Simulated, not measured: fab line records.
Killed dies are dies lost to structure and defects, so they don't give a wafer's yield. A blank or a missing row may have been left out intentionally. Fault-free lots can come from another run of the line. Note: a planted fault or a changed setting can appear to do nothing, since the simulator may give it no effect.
Which tool is to blame? ; flow n5 finfet ; 6 lots, 16 wafers sampled, at 3 steps of a route of 1938

WHAT THE GAUGES READ, wafer by wafer
N5_PASSIVATION_OVL_MEAS_60.
lot;measured;on;TV_OVL (nm)
L453;day 13 12:17;overlay-02;13 6 0
L454;day 14 05:29;overlay-02;-2 -2 1
L457;day 14 06:13;overlay-02;6 2 1
L464;day 16 22:38;overlay-02;-3 -6 -4
L471;day 18 14:44;overlay-02;1 5
L474;day 19 10:15;overlay-01;6 1

WHICH TOOL RAN EACH LOT (tool, then ch and the chambers of the sampled wafers, then the start)
lot;N5_BEOL_M10_VIA_ETCH_34;N5_PASSIVATION_PECVD_01
L453;rie diel-02 ch 0,1, day 11 11:03;pecvd-03 ch 0,1,2, day 13 08:19
L454;rie diel-05 ch 0,2, day 11 20:32;pecvd-03 ch 1,2, day 14 02:07
L457;rie diel-05 ch 0,1,2, day 12 02:07;pecvd-01 ch 0,1, day 14 05:21
L464;rie diel-02 ch 1,2,3, day 14 05:21;pecvd-04 ch 1,2, day 16 19:26
L471;rie diel-06 ch 1,3, day 16 08:56;pecvd-04 ch 0, day 18 11:35
L474;rie diel-06 ch 1,3, day 17 14:48;pecvd-04 ch 1,2, day 19 07:50
- N5_BEOL_M10_VIA_ETCH_34: etches SiCOH lowk in C4F6/O2, target depth 184.5 nm, time 69.2 s.
- N5_PASSIVATION_PECVD_01: deposits SiNx from SiH4/NH3/N2, target thk 200 nm, time 43.2 s.

THE ANSWER, worked out from the rows above alone
Rule: the usual values come from the lots themselves. The widest of any qualifying gaps counts: lots, ordered by their means at a reading, are off when they make up no more than a third of the lots, leave a main group of 4 or more, and stand apart from it by 3 or more times the standard deviation of that group's means. If all means in a main group match to the digits the tables above print for the reading, that group is not used. Also off: a lot with no number at a reading for which 4 or more lots have one. Where the step has rows for the other lots, those lots are counted as sound.
No lot is off at any reading shown: from this, nothing can be told.

WHAT THE SIMULATOR HAD INSERTED
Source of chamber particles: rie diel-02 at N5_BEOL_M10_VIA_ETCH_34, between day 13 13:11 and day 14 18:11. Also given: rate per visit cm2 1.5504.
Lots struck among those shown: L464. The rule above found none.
